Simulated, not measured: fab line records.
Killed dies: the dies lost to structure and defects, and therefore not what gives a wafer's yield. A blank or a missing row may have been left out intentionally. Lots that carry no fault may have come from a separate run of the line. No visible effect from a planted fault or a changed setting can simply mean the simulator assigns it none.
Comparing a struck lot with a sound one || flow nand harc || 14 out of 1159 route steps
Sound: the wafers L142.2, L142.3, L142.5. Wafers L152.2, L152.3, L152.6 were the ones struck. The cause comes at the end.
For every step that has rows: the tool of each side, followed by ch and its chambers, followed by its first start. Under that, the readings that differ: sound wafers || struck wafers || difference of the means || sigmas: that difference in standard deviations of wafers without a fault.
alike: words and numbers the same on both sides, and readings whose means are apart by under 2 such deviations; not compared: readings that were withheld, readings missing a value for some wafer, numbers with overlapping values and no deviation given by the record, and bounds like >300 which may hide the same value.
A row with sigmas, a row that says differs or no value, or rows on one side alone: a step with any of these is where the two part. Non-overlapping numbers with no deviation appear without sigmas and do not part them. A reading that every wafer of one side lacks parts them only if that side has two wafers or more.

first, 4 steps without rows for these wafers: NHARC_A_STAIRCASE_TRIM_187 (chemistry O2, time 211.2 s); NHARC_A_STAIRCASE_ETCH_188 (etches the open film in C4F8/O2, target depth 100 nm, time 40.5 s); NHARC_A_STAIRCASE_TRIM_189 (chemistry O2, time 211.2 s); NHARC_A_STAIRCASE_ETCH_190 (etches the open film in C4F8/O2, target depth 100 nm, time 40.5 s).
NHARC_A_STAIRCASE_TRIM_191: chemistry O2, time 211.2 s.
  sound: rie diel-07 ch 2,3; struck: rie diel-01 ch 0,1,3
  alike: drypump motor current A, mfc ar sccm, oes product au, rf vpp V, showerhead plenum p Torr, throttle valve pct
  not compared: rf hours counter h
then, 1 step without rows for these wafers: NHARC_A_STAIRCASE_ETCH_192 (etches the open film in C4F8/O2, target depth 100 nm, time 40.5 s).
NHARC_A_STAIRCASE_TRIM_193: chemistry O2, time 211.2 s.
  sound: rie diel-07 ch 0,1; struck: rie diel-01 ch 0,1,3
{"reading": "rf vpp V (V)", "sound": "59.4 58.9 58.2", "struck": "56.4 58.2 55.8", "difference": -2.0, "sigmas": -2}
  alike: drypump motor current A, mfc ar sccm, oes product au, showerhead plenum p Torr, throttle valve pct
  not compared: rf hours counter h
NHARC_A_STAIRCASE_ETCH_194: etches the open film in C4F8/O2, target depth 100 nm, time 40.5 s.
  sound: rie diel-07 ch 0,1,3; struck: rie diel-01 ch 1,3
{"reading": "rf vpp V (V)", "sound": "901 902 898", "struck": "889 889 891", "difference": -11, "sigmas": -2}
  alike: bias w, oes product au, rf fwd power W
  not compared: rf hours counter h
then, 1 step without rows for these wafers: NHARC_A_STAIRCASE_TRIM_196 (chemistry O2, time 211.2 s).
NHARC_A_STAIRCASE_ETCH_197: etches the open film in C4F8/O2, target depth 100 nm, time 40.5 s.
  sound: rie diel-02 ch 0,3; struck: rie diel-02 ch 1,2,3
  alike: bias w, oes product au, rf fwd power W, rf vpp V
  not compared: rf hours counter h
then, 1 step without rows for these wafers: NHARC_A_STAIRCASE_TRIM_198 (chemistry O2, time 211.2 s).
NHARC_A_STAIRCASE_ETCH_199: etches the open film in C4F8/O2, target depth 100 nm, time 40.5 s.
  sound on rie diel-02 ch 0,1,3, day 11 09:24; struck on rie diel-02 ch 1,3, day 13 11:14
{"reading": "oes product au (a.u.)", "sound": "0.945 0.942 0.943", "struck": "0.840 0.836 0.836", "difference": -0.106, "sigmas": -7}
{"reading": "rf fwd power W (W)", "sound": "590 596 594", "struck": "494 499 500", "difference": -96, "sigmas": -31}
  alike: bias w, rf vpp V
  not compared: rf hours counter h
NHARC_A_STAIRCASE_TRIM_200: chemistry O2, time 211.2 s.
  sound: rie diel-02 ch 1,2,3; struck: rie diel-02 ch 0,1,3
  alike: drypump motor current A, mfc ar sccm, oes product au, rf vpp V, showerhead plenum p Torr, throttle valve pct
  not compared: rf hours counter h
after that, 1 step had no rows for these wafers: NHARC_END_SORT_01.

WHERE THEY PART
Last at NHARC_A_STAIRCASE_ETCH_199 as far as this record goes, first at NHARC_A_STAIRCASE_TRIM_193. Later steps at which nothing parts them and some readings are alike: NHARC_A_STAIRCASE_TRIM_200.

WHY: what had been put in by the simulator
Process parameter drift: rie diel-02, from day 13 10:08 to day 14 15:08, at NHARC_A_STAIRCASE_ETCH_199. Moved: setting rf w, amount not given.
